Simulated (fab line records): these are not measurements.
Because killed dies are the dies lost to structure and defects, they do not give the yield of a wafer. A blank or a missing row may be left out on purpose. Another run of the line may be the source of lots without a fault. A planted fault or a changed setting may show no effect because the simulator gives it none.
fab line records	flow n5_finfet	part 1 of 2: steps 1 to 4 of 6
record: lots: 24	wafers: 72	last_day: 18
route steps=1938 shown BEOL_M12@1647 BEOL_M13@1672 BEOL_M14@1733 BEOL_M15@1773
lots with no fault: from the same line, run without faults
start_h: start of the lot's first displayed wafer, in hours after the record's first day	wait_h: hours elapsed since this lot's preceding step	" identical to the entry in the row above	L1.1+2: a row that stands for several wafers	- no value, or no start was given	* or withheld: withheld	< > ~ a bound
route shown NAME@n: a module of which the file shows steps, and the number in the route of the first	usual: the fault-free wafers' mean and standard deviation	same: alike in all rows	chamber/n: place in a boat	sites: each site's reading	_std_site: the values' standard deviation	_edge_site: mean of outer sites minus mean of inner sites	radius_mm: how far each site lies from the wafer's centre	mask NAME#n: copy n	behind: the tool/chamber that last shaped the wafer	hold: reason for holding the lot/hours on hold/outcome of the hold	device: the n, p or np transistor that did not switch	end of line: the route-end tests of the same wafers	a step given without rows: its recipe and nothing more	killed: count of dies lost to structure and defects at first sort (not the wafer's yield)	map: dies across one wafer; x = killed, . = not, _ = none there
set.NAME: the setting that was run; set.NAME@STEP: the one run at that earlier step	model.NAME: the simulator's own value behind a step, which no gauge read
steps of the route over a sample of lots; a table a step, a row a wafer
services: the hour from which a tool's chamber was out of use, counted from the record's first day as start_h (under 0 if before that day), plus the number of hours and why
== steps ==
step: N5_BEOL_M12_PRE_CLEAN_42
recipe: gas: H2/He	time_s: 30	temp_c: 250
usual: heater_power_w: 335/36
lot.wafer	tool	chamber	start_h	wait_h	heater_power_w
L074.1	pvd_sputter-02	-	229.48	0.0	289
L074.2	"	-	"	"	292
L074.6	"	-	"	"	299
L075.1	pvd_sputter-01	-	235.77	0.0	353
L075.4	"	-	"	"	396
L075.5	"	-	"	"	319
L076.1	pvd_sputter-01	-	243.32	0.0	349
L076.2	"	-	"	"	328
L076.4	"	-	"	"	398
L078.3	pvd_sputter-02	-	246.70	0.0	295
L078.5	"	-	"	"	365
L078.6	"	-	"	"	315
L077.2	pvd_sputter-03	-	251.42	0.0	262
L077.5	"	-	"	"	348
L077.6	"	-	"	"	269
L079.2	pvd_sputter-02	-	275.50	0.0	374
L079.4	"	-	"	"	313
L079.5	"	-	"	"	372
L080.3	pvd_sputter-01	-	276.55	0.0	322
L080.5	"	-	"	"	404
L080.6	"	-	"	"	350
L083.2	pvd_sputter-01	-	288.12	0.0	348
L083.5	"	-	"	"	396
L083.6	"	-	"	"	340
L084.2	pvd_sputter-03	-	288.44	0.0	361
L084.3	"	-	"	"	335
L084.6	"	-	"	"	360
L082.1	pvd_sputter-02	-	292.02	0.0	293
L082.4	"	-	"	"	290
L082.5	"	-	"	"	290
L087.1	pvd_sputter-02	-	292.46	0.0	359
L087.3	"	-	"	"	300
L087.5	"	-	"	"	301
L081.1	pvd_sputter-01	-	292.94	0.0	318
L081.3	"	-	"	"	338
L081.5	"	-	"	"	335
L085.1	pvd_sputter-01	-	295.94	0.0	343
L085.5	"	-	"	"	327
L085.6	"	-	"	"	338
L086.1	pvd_sputter-01	-	298.42	0.0	335
L086.2	"	-	"	"	392
L086.3	"	-	"	"	339
L090.3	pvd_sputter-03	-	326.89	0.0	270
L090.5	"	-	"	"	354
L090.6	"	-	"	"	339
L088.2	pvd_sputter-01	-	330.92	0.0	341
L088.3	"	-	"	"	335
L088.5	"	-	"	"	400
L089.1	pvd_sputter-02	-	334.22	0.0	290
L089.2	"	-	"	"	317
L089.5	"	-	"	"	314
L092.2	pvd_sputter-01	-	341.16	0.0	409
L092.3	"	-	"	"	344
L092.5	"	-	"	"	395
L091.2	pvd_sputter-02	-	341.19	0.0	290
L091.4	"	-	"	"	374
L091.5	"	-	"	"	312
L093.1	pvd_sputter-02	-	352.54	0.0	294
L093.3	"	-	"	"	289
L093.6	"	-	"	"	319
L095.3	pvd_sputter-01	-	358.93	0.0	332
L095.4	"	-	"	"	320
L095.5	"	-	"	"	396
L094.2	pvd_sputter-01	-	362.69	0.0	401
L094.3	"	-	"	"	316
L094.5	"	-	"	"	396
L097.1	pvd_sputter-01	-	370.02	0.0	404
L097.2	"	-	"	"	340
L097.3	"	-	"	"	340
L096.3	pvd_sputter-02	-	388.07	0.0	307
L096.4	"	-	"	"	367
L096.5	"	-	"	"	289
step: N5_BEOL_M13_DESCUM_15
recipe: chemistry: O2	time_s: 7.9	source_power_w: 50	bias_power_w: 20	pressure_mtorr: 20	rf_frequency_hz: 2.712e+07	temp_c: 40	o2_flow_sccm: 225
usual: drypump_motor_current_A: 5.7/0.46	oes_product_au: 0.83/0.073	rf_vpp_V: 243.6/1.5	showerhead_plenum_p_Torr: 2.12/0.082	throttle_valve_pct: 20.41/0.2
lot.wafer	tool	chamber	start_h	wait_h	drypump_motor_current_A	oes_product_au	rf_hours_counter_h	rf_vpp_V	showerhead_plenum_p_Torr	throttle_valve_pct
L074.1	rie_diel-03	3	231.29	0.0	4.8	0.83	70	242.4	2.03	20.64
L074.2	"	1	"	"	5.9	0.85	60	244.0	2.13	20.38
L074.6	"	3	"	"	4.8	0.83	-	242.8	2.03	20.62
L075.1	rie_diel-01	3	237.68	0.0	5.4	0.86	66	243.9	2.12	20.40
L075.4	"	1	"	"	5.9	0.85	52	245.5	2.22	20.00
L075.5	"	1	"	"	6.0	0.83	-	245.2	2.22	20.02
L076.1	rie_diel-04	3	245.16	0.0	6.5	0.70	218	239.5	1.99	20.54
L076.2	"	2	"	"	5.7	0.67	246	245.6	2.15	20.73
L076.4	"	3	"	"	6.4	0.70	-	241.5	1.99	20.53
L078.3	rie_diel-04	3	248.66	0.1	6.5	0.70	-	243.0	1.99	20.54
L078.5	"	3	"	"	6.5	0.70	-	242.2	1.99	20.55
L078.6	"	3	"	"	6.5	0.70	-	242.2	1.99	20.53
L077.2	rie_diel-04	3	253.82	0.5	6.5	0.69	223	241.7	1.99	20.55
L077.5	"	3	"	"	6.5	0.70	-	240.7	1.99	20.55
L077.6	"	2	"	"	5.8	0.68	-	243.5	2.15	20.74
L079.2	rie_diel-01	1	277.71	0.2	6.0	0.82	66	245.8	2.22	20.04
L079.4	"	1	"	"	6.0	0.82	-	246.0	2.22	20.05
L079.5	"	2	"	"	5.6	0.92	-	244.1	2.05	20.21
L080.3	rie_diel-03	3	278.36	0.0	4.8	0.81	88	242.2	2.02	20.66
L080.5	"	3	"	"	4.8	0.81	-	242.4	2.02	20.65
L080.6	"	0	"	"	5.2	0.92	-	245.4	2.23	20.36
L083.2	rie_diel-04	3	290.03	0.0	6.5	0.68	236	241.2	1.98	20.57
L083.5	"	2	"	"	5.8	0.96	-	243.2	2.15	20.32
L083.6	"	1	"	"	5.7	0.80	-	241.3	2.03	20.18
L084.2	rie_diel-03	1	290.80	0.0	5.9	0.82	80	243.8	2.12	20.42
L084.3	"	0	"	"	5.3	0.90	17	244.4	2.23	20.36
L084.6	"	0	"	"	5.2	0.90	-	245.7	2.23	20.36
L082.1	rie_diel-03	3	293.85	0.1	4.7	0.81	89	243.3	2.02	20.64
L082.4	"	1	"	"	5.9	0.82	82	244.3	2.12	20.42
L082.5	"	2	"	"	5.4	0.78	-	246.2	2.20	20.80
L087.1	rie_diel-03	3	294.24	0.0	4.8	0.81	89	240.9	2.02	20.66
L087.3	"	2	"	"	5.4	0.78	123	243.9	2.20	20.81
L087.5	"	1	"	"	5.9	0.82	-	242.5	2.12	20.42
L081.1	rie_diel-03	2	294.91	0.2	5.4	0.78	124	244.6	2.20	20.78
L081.3	"	0	"	"	5.2	0.90	19	247.0	2.23	20.37
L081.5	"	0	"	"	5.2	0.89	-	245.6	2.23	20.36
L085.1	rie_diel-04	1	297.94	0.0	5.7	0.80	106	242.3	2.03	20.21
L085.5	"	0	"	"	5.8	0.93	-	243.3	2.13	20.20
L085.6	"	3	"	"	6.5	0.69	-	241.1	1.98	20.56
L086.1	rie_diel-01	3	301.53	0.0	5.4	0.83	86	243.6	2.11	20.42
L086.2	"	0	"	"	5.1	0.82	86	244.9	2.21	20.53
L086.3	"	2	"	"	5.5	0.89	27	243.4	2.05	20.24
L090.3	rie_diel-03	3	328.94	0.3	4.7	0.80	95	243.3	2.02	20.66
L090.5	"	1	"	"	5.9	0.81	-	242.6	2.12	20.42
L090.6	"	3	"	"	4.7	0.80	-	241.8	2.02	20.67
L088.2	rie_diel-01	1	332.72	0.0	5.9	0.80	80	245.2	2.21	20.06
L088.3	"	0	"	"	5.1	0.81	100	245.2	2.21	20.54
L088.5	"	3	"	"	5.4	0.81	-	243.3	2.11	20.45
L089.1	rie_diel-04	2	336.00	0.0	5.8	0.92	20	242.1	2.14	20.36
L089.2	"	0	"	"	5.8	0.89	29	244.3	2.12	20.23
L089.5	"	0	"	"	5.8	0.89	-	243.8	2.12	20.24
L092.2	rie_diel-01	2	343.20	0.0	5.6	0.88	40	243.2	2.04	20.28
L092.3	"	0	"	"	5.1	0.80	103	245.0	2.21	20.55
L092.5	"	2	"	"	5.6	0.87	-	243.6	2.05	20.25
L091.2	rie_diel-01	3	343.51	0.1	5.4	0.80	103	243.8	2.11	20.46
L091.4	"	2	"	"	5.6	0.87	40	242.4	2.05	20.24
L091.5	"	1	"	"	6.0	0.80	-	244.2	2.21	20.07
L093.1	rie_diel-04	0	354.46	0.0	5.8	0.88	36	244.4	2.12	20.23
L093.3	"	1	"	"	5.7	0.78	126	242.0	2.02	20.22
L093.6	"	1	"	"	5.7	0.78	-	241.9	2.02	20.22
L095.3	rie_diel-04	1	361.41	0.3	5.7	0.77	127	242.8	2.02	20.22
L095.4	"	0	"	"	5.8	0.86	38	245.1	2.12	20.24
L095.5	"	2	"	"	5.7	0.90	-	242.1	2.14	20.37
L094.2	rie_diel-04	2	364.50	0.1	5.8	0.90	28	244.0	2.14	20.36
L094.3	"	1	"	"	5.7	0.78	129	241.9	2.02	20.24
L094.5	"	3	"	"	6.5	0.96	-	245.5	2.24	20.21
L097.1	rie_diel-04	0	372.78	0.4	5.8	0.85	42	243.6	2.12	20.24
L097.2	"	2	"	"	5.8	0.89	31	245.0	2.14	20.36
L097.3	"	3	"	"	6.5	0.94	6	245.1	2.24	20.20
L096.3	rie_diel-03	1	390.11	0.0	5.9	0.79	107	245.0	2.11	20.48
L096.4	"	0	"	"	5.2	0.84	44	244.4	2.22	20.39
L096.5	"	1	"	"	5.9	0.79	-	243.5	2.11	20.45
step: N5_BEOL_M14_STRIP_64
recipe: chemistry: O2	power_w: 600	temp_c: 60	pressure_mtorr: 30	rf_frequency_hz: 6e+07	bias_power_w: 0	overash_fraction: 0.3	o2_flow_sccm: 225
usual: drypump_motor_current_A: 5.8/0.39	oes_product_au: 0.80/0.093	rf_vpp_V: 3.7/0.46	showerhead_plenum_p_Torr: 2.06/0.07	throttle_valve_pct: 16.68/0.27
lot.wafer	tool	chamber	start_h	wait_h	drypump_motor_current_A	oes_product_au	rf_hours_counter_h	rf_vpp_V	showerhead_plenum_p_Torr	throttle_valve_pct
L074.1	rie_diel-05	2	-	-	6.3	0.89	26	3.4	2.13	16.60
L074.2	"	3	"	"	5.8	0.70	241	3.8	2.05	16.76
L074.6	"	2	"	"	6.3	0.88	-	3.3	2.13	16.62
L075.1	rie_diel-02	2	-	-	6.1	0.73	208	3.6	2.17	17.18
L075.4	"	3	"	"	6.1	0.70	221	4.0	1.98	17.20
L075.5	"	2	"	"	6.2	0.73	-	3.7	2.17	17.19
L076.1	rie_diel-06	3	-	-	6.2	0.73	186	4.3	2.00	16.80
L076.2	"	2	"	"	5.9	0.90	37	3.7	2.06	16.31
L076.4	"	0	"	"	5.8	0.88	-	3.2	2.05	16.58
L078.3	rie_diel-05	2	-	-	6.2	0.88	33	3.1	2.13	16.61
L078.5	"	1	"	"	5.1	0.88	-	3.7	2.04	16.41
L078.6	"	2	"	"	6.2	0.88	-	3.5	2.13	16.61
L077.2	rie_diel-05	2	-	-	6.2	0.87	36	3.6	2.13	16.61
L077.5	"	1	"	"	5.1	0.89	-	4.8	2.03	16.41
L077.6	"	2	"	"	6.2	0.88	-	4.5	2.13	16.62
L080.3	rie_diel-02	0	-	-	5.9	0.68	251	3.5	1.98	16.96
L080.5	"	0	"	"	5.9	0.68	-	3.4	1.98	16.95
L080.6	"	3	"	"	6.1	0.68	-	3.5	1.98	17.23
L079.2	rie_diel-02	3	-	-	6.1	0.69	233	3.3	1.98	17.24
L079.4	"	2	"	"	6.2	0.71	220	3.4	2.17	17.21
L079.5	"	1	"	"	5.0	0.70	-	3.9	1.98	16.73
L083.2	rie_diel-06	3	-	-	6.2	0.72	203	2.9	2.00	16.84
L083.5	"	0	"	"	5.8	0.87	-	2.8	2.04	16.62
L083.6	"	3	"	"	6.2	0.72	-	4.7	2.00	16.84
L082.1	rie_diel-05	3	-	-	5.7	0.97	6	3.7	2.05	16.32
L082.4	"	2	"	"	6.2	0.84	54	3.5	2.12	16.67
L082.5	"	0	"	"	5.6	0.81	-	4.3	2.02	16.54
L087.1	rie_diel-05	1	-	-	5.1	0.85	70	4.2	2.03	16.44
L087.3	"	0	"	"	5.7	0.81	102	3.8	2.02	16.54
L087.5	"	0	"	"	5.6	0.81	-	3.4	2.02	16.55
L084.2	rie_diel-05	0	-	-	5.6	0.80	102	2.3	2.02	16.55
L084.3	"	3	"	"	5.7	0.96	6	4.1	2.05	16.33
L084.6	"	3	"	"	5.8	0.96	-	3.9	2.05	16.33
L081.1	rie_diel-02	3	-	-	6.1	0.69	242	3.9	1.97	17.24
L081.3	"	1	"	"	5.0	0.68	230	3.6	1.98	16.72
L081.5	"	1	"	"	5.0	0.69	-	3.9	1.98	16.73
L085.1	rie_diel-02	3	-	-	6.1	0.68	243	3.4	1.97	17.26
L085.5	"	3	"	"	6.1	0.68	-	3.4	1.97	17.23
L085.6	"	1	"	"	5.0	0.68	-	3.3	1.98	16.73
L086.1	rie_diel-05	0	-	-	5.7	0.81	106	4.9	2.02	16.54
L086.2	"	1	"	"	5.1	0.86	73	3.3	2.03	16.45
L086.3	"	2	"	"	6.2	0.85	57	4.6	2.12	16.69
L090.3	rie_diel-05	1	-	-	5.1	0.84	82	4.5	2.03	16.48
L090.5	"	0	"	"	5.6	0.79	-	3.7	2.01	16.57
L090.6	"	3	"	"	5.8	0.93	-	4.2	2.04	16.37
L088.2	rie_diel-05	2	-	-	6.2	0.83	67	3.1	2.12	16.68
L088.3	"	1	"	"	5.1	0.86	83	4.0	2.02	16.47
L088.5	"	3	"	"	5.7	0.92	-	2.6	2.04	16.36
L089.1	rie_diel-06	3	-	-	6.1	0.71	221	3.9	1.99	16.86
L089.2	"	0	"	"	5.8	0.84	77	3.9	2.03	16.63
L089.5	"	0	"	"	5.8	0.84	-	4.0	2.04	16.64
L092.2	rie_diel-02	2	-	-	6.2	0.70	244	3.9	2.16	17.25
L092.3	"	3	"	"	6.1	0.98	1	3.6	2.23	16.80
L092.5	"	3	"	"	6.1	0.97	-	3.7	2.23	16.80
L091.2	rie_diel-06	1	-	-	6.0	0.69	226	3.9	2.07	16.97
L091.4	"	2	"	"	5.9	0.85	75	3.4	2.05	16.38
L091.5	"	3	"	"	6.1	0.71	-	3.7	1.99	16.87
L093.1	rie_diel-06	0	-	-	5.8	0.83	83	4.1	2.03	16.65
L093.3	"	1	"	"	6.0	0.69	229	4.1	2.07	16.99
L093.6	"	1	"	"	6.0	0.69	-	4.0	2.07	16.98
L095.3	rie_diel-06	2	-	-	5.9	0.85	81	3.0	2.04	16.39
L095.4	"	3	"	"	6.1	0.71	230	3.8	1.99	16.87
L095.5	"	3	"	"	6.2	0.71	-	4.6	1.99	16.88
L094.2	rie_diel-05	3	-	-	5.7	0.90	32	3.8	2.04	16.39
L094.3	"	1	"	"	5.1	0.83	92	4.0	2.02	16.48
L094.5	"	1	"	"	5.1	0.84	-	4.0	2.02	16.48
L097.1	rie_diel-05	1	-	-	5.1	0.83	95	3.4	2.02	16.49
L097.2	"	0	"	"	5.6	0.78	132	3.1	2.01	16.59
L097.3	"	3	"	"	5.7	0.90	36	3.7	2.04	16.39
L096.3	rie_diel-02	3	-	-	6.1	0.92	20	4.1	2.23	16.81
L096.4	"	1	"	"	5.0	0.95	-	4.4	2.23	16.30
L096.5	"	0	"	"	5.9	0.90	-	3.2	2.23	16.53
step: N5_BEOL_M14_STRIP_37
recipe: chemistry: O2	power_w: 600	temp_c: 60	pressure_mtorr: 30	rf_frequency_hz: 6e+07	bias_power_w: 0	overash_fraction: 0.3	o2_flow_sccm: 225
usual: drypump_motor_current_A: 5.8/0.38	oes_product_au: 0.81/0.095	rf_vpp_V: 3.7/0.94	showerhead_plenum_p_Torr: 2.06/0.075	throttle_valve_pct: 16.69/0.26
lot.wafer	tool	chamber	start_h	wait_h	drypump_motor_current_A	oes_product_au	rf_hours_counter_h	rf_vpp_V	showerhead_plenum_p_Torr	throttle_valve_pct
L074.1	rie_diel-05	2	246.99	5.5	6.2	0.89	29	3.2	2.13	16.60
L074.2	"	3	"	"	5.7	0.70	243	4.0	2.05	16.74
L074.6	"	1	"	"	5.1	0.90	-	3.8	2.04	16.38
L075.1	rie_diel-05	1	251.00	0.4	5.1	0.89	48	4.8	2.04	16.38
L075.4	"	1	"	"	5.1	0.90	-	5.4	2.04	16.41
L075.5	"	2	"	"	6.2	0.87	-	3.7	2.13	16.59
L076.1	rie_diel-06	0	252.05	0.1	5.8	0.89	47	2.9	2.05	16.57
L076.2	"	2	"	"	5.9	0.90	38	4.3	2.06	16.33
L076.4	"	0	"	"	5.8	0.87	-	6.2	2.05	16.59
L078.3	rie_diel-02	3	257.39	2.1	6.1	0.68	224	4.9	1.98	17.21
L078.5	"	1	"	"	5.0	0.69	-	2.5	1.98	16.70
L078.6	"	0	"	"	5.9	0.67	-	2.6	1.98	16.94
L077.2	rie_diel-02	3	261.31	0.0	6.1	0.69	225	3.5	1.98	17.24
L077.5	"	1	"	"	5.0	0.70	-	2.8	1.98	16.72
L077.6	"	0	"	"	5.9	0.69	-	4.2	1.98	16.95
L080.3	rie_diel-05	1	287.22	1.6	5.1	0.87	65	3.2	2.03	16.44
L080.5	"	2	"	"	6.1	0.87	-	3.5	2.12	16.69
L080.6	"	1	"	"	5.1	0.88	-	4.1	2.03	16.44
L079.2	rie_diel-06	2	288.10	2.2	5.9	0.89	52	2.0	2.05	16.39
L079.4	"	0	"	"	5.8	0.87	57	3.1	2.04	16.61
L079.5	"	0	"	"	5.8	0.87	-	4.4	2.04	16.60
L083.2	rie_diel-05	1	298.55	2.9	5.1	0.85	69	4.9	2.03	16.45
L083.5	"	3	"	"	5.7	0.96	-	4.5	2.05	16.30
L083.6	"	0	"	"	5.6	0.80	-	4.1	2.02	16.56
L082.1	rie_diel-06	1	306.04	2.2	6.0	0.70	211	4.6	2.08	16.96
L082.4	"	0	"	"	5.8	0.85	64	4.9	2.04	16.62
L082.5	"	1	"	"	6.0	0.70	-	2.9	2.07	16.94
L087.1	rie_diel-02	2	306.31	1.9	6.1	0.71	231	3.7	2.16	17.20
L087.3	"	3	"	"	6.1	0.67	244	5.1	1.97	17.22
L087.5	"	3	"	"	6.1	0.68	-	2.5	1.97	17.23
L084.2	rie_diel-06	2	306.35	1.5	5.9	0.87	58	3.8	2.05	16.38
L084.3	"	0	"	"	5.8	0.86	64	3.1	2.04	16.63
L084.6	"	2	"	"	5.9	0.87	-	4.2	2.05	16.34
L081.1	rie_diel-05	1	307.00	1.6	5.1	0.86	72	3.5	2.03	16.46
L081.3	"	0	"	"	5.6	0.80	105	3.7	2.02	16.53
L081.5	"	3	"	"	5.8	0.95	-	3.9	2.05	16.36
L085.1	rie_diel-05	2	307.16	1.2	6.2	0.84	56	5.0	2.12	16.66
L085.5	"	3	"	"	5.7	0.95	-	5.3	2.05	16.37
L085.6	"	2	"	"	6.2	0.85	-	5.0	2.12	16.70
L086.1	rie_diel-02	3	314.46	1.9	6.1	0.67	248	4.8	1.97	17.29
L086.2	"	1	"	"	5.0	0.70	236	6.1	1.98	16.73
L086.3	"	0	"	"	5.9	1.00	0	4.2	2.24	16.50
L090.3	rie_diel-02	0	337.12	0.3	5.9	0.96	8	4.1	2.24	16.49
L090.5	"	2	"	"	6.2	0.69	-	2.4	2.16	17.27
L090.6	"	0	"	"	5.9	0.94	-	3.9	2.24	16.50
L088.2	rie_diel-06	2	340.02	0.7	5.9	0.85	71	3.4	2.05	16.38
L088.3	"	1	"	"	6.0	0.70	223	3.3	2.07	16.99
L088.5	"	0	"	"	5.8	0.85	-	2.5	2.04	16.63
L089.1	rie_diel-05	0	344.34	0.2	5.6	0.80	119	3.3	2.01	16.56
L089.2	"	2	"	"	6.3	0.83	70	2.4	2.11	16.71
L089.5	"	3	"	"	5.7	0.92	-	3.7	2.04	16.37
L092.2	rie_diel-05	3	352.32	3.0	5.8	0.90	26	2.2	2.04	16.37
L092.3	"	0	"	"	5.6	0.79	122	4.0	2.01	16.57
L092.5	"	0	"	"	5.7	0.78	-	2.6	2.01	16.56
L091.2	rie_diel-06	3	358.09	4.3	6.1	0.71	227	3.0	1.99	16.88
L091.4	"	1	"	"	6.0	0.70	228	3.8	2.07	16.97
L091.5	"	1	"	"	6.0	0.69	-	4.4	2.07	16.96
L093.1	rie_diel-05	1	361.51	0.1	5.1	0.84	89	2.7	2.02	16.49
L093.3	"	3	"	"	5.7	0.92	29	1.4	2.04	16.36
L093.6	"	1	"	"	5.1	0.84	-	4.4	2.02	16.51
L095.3	rie_diel-06	0	369.43	1.3	5.8	0.82	87	3.0	2.03	16.68
L095.4	"	1	"	"	6.0	0.70	-	2.9	2.07	16.97
L095.5	"	3	"	"	6.1	0.70	-	3.4	1.99	16.86
L094.2	rie_diel-06	3	372.00	1.1	6.2	0.71	232	4.8	1.99	16.88
L094.3	"	0	"	"	5.8	0.83	88	3.9	2.03	16.67
L094.5	"	1	"	"	5.9	0.70	-	3.3	2.07	16.99
L097.1	rie_diel-02	3	381.42	1.4	6.1	0.93	14	4.1	2.23	16.79
L097.2	"	0	"	"	5.9	0.90	26	5.0	2.23	16.54
L097.3	"	1	"	"	5.0	0.98	1	3.5	2.23	16.29
L096.3	rie_diel-02	0	398.68	1.7	5.9	0.89	34	3.6	2.23	16.54
L096.4	"	3	"	"	6.1	0.92	-	3.2	2.23	16.83
L096.5	"	0	"	"	5.9	0.89	-	2.9	2.23	16.55
